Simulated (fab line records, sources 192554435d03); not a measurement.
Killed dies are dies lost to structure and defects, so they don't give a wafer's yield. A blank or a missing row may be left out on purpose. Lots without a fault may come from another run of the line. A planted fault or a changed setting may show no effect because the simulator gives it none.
Chamber matching | flow n5_finfet | N5_FIN_SAQP_ETCH_64 on rie_si-01: 4 sister chambers
The step etches SiO2 in CF4, target depth 1.5 nm. 14 wafers are shown with their chamber, then 7 later ones without.

WAFERS WITH THEIR CHAMBER
wafer  | chamber | throttle_valve_pct (%) | he_backside_leak_sccm (sccm) | oes_product_au (a.u.)
L079.3 | 1       | 21.84                  | 2.3                          | 1.016
L079.5 | 1       | 21.82                  | 2.4                          | 0.997
L079.6 | 0       | 21.65                  | 2.8                          | 1.029
L080.3 | 2       | 21.69                  | 2.4                          | 1.019
L080.4 | 0       | 21.63                  | 3.0                          | 1.026
L080.6 | 1       | 21.82                  | 2.3                          | 1.002
L082.2 | 1       | 21.82                  | 2.4                          | 1.010
L082.3 | 2       | 21.70                  | 2.5                          | 1.022
L082.6 | 0       | 21.62                  | 3.1                          | 1.026
L085.1 | 1       | 21.82                  | 2.3                          | 1.007
L085.3 | 3       | 21.48                  | 2.6                          | 1.001
L085.4 | 2       | 21.73                  | 2.5                          | 1.019
L088.2 | 3       | 21.48                  | 2.6                          | 1.016
L088.5 | 2       | 21.73                  | 2.5                          | 1.038

SIGNATURES (means of the wafers above)
reading               | chamber 0 | chamber 1 | chamber 2 | chamber 3 | scatter within a chamber
throttle_valve_pct    | 21.6333   | 21.8240   | 21.7125   | 21.4800   | 0.0144
he_backside_leak_sccm | 2.967     | 2.340     | 2.475     | 2.600     | 0.0813
oes_product_au        | 1.02700   | 1.00640   | 1.02450   | 1.00850   | 0.00762
Rule: a wafer's distance from a chamber is the root of the sum, over the readings, of the square of ((its reading less the chamber's mean) divided by the reading's scatter). The wafer belongs to the nearest chamber; if the next one is less than 2 further off, it can't be placed. The scatter: the root of (the sum of the squares of (reading less its chamber's mean) over the shown wafers, divided by (wafers less chambers)).

WAFERS WITHOUT THEIR CHAMBER
wafer  | throttle_valve_pct (%) | he_backside_leak_sccm (sccm) | oes_product_au (a.u.)
L088.6 | 21.82                  | 2.3                          | 1.024
L091.2 | 21.84                  | 2.3                          | 0.998
L091.5 | 21.82                  | 2.2                          | 0.998
L091.6 | 21.63                  | 3.2                          | 1.015
L094.1 | 21.47                  | 2.7                          | 1.002
L094.4 | 21.63                  | 3.2                          | 1.030
L094.5 | 21.49                  | 2.6                          | 1.007

WHICH CHAMBER EACH WENT THROUGH
wafer  | from the rows above | in truth
L088.6 | 1                   | 1
L091.2 | 1                   | 1
L091.5 | 1                   | 1
L091.6 | 0                   | 0
L094.1 | 3                   | 3
L094.4 | 0                   | 0
L094.5 | 3                   | 3
Placed correctly: 7 of 7. Can't be placed from these rows: 0. Placed wrongly: 0.
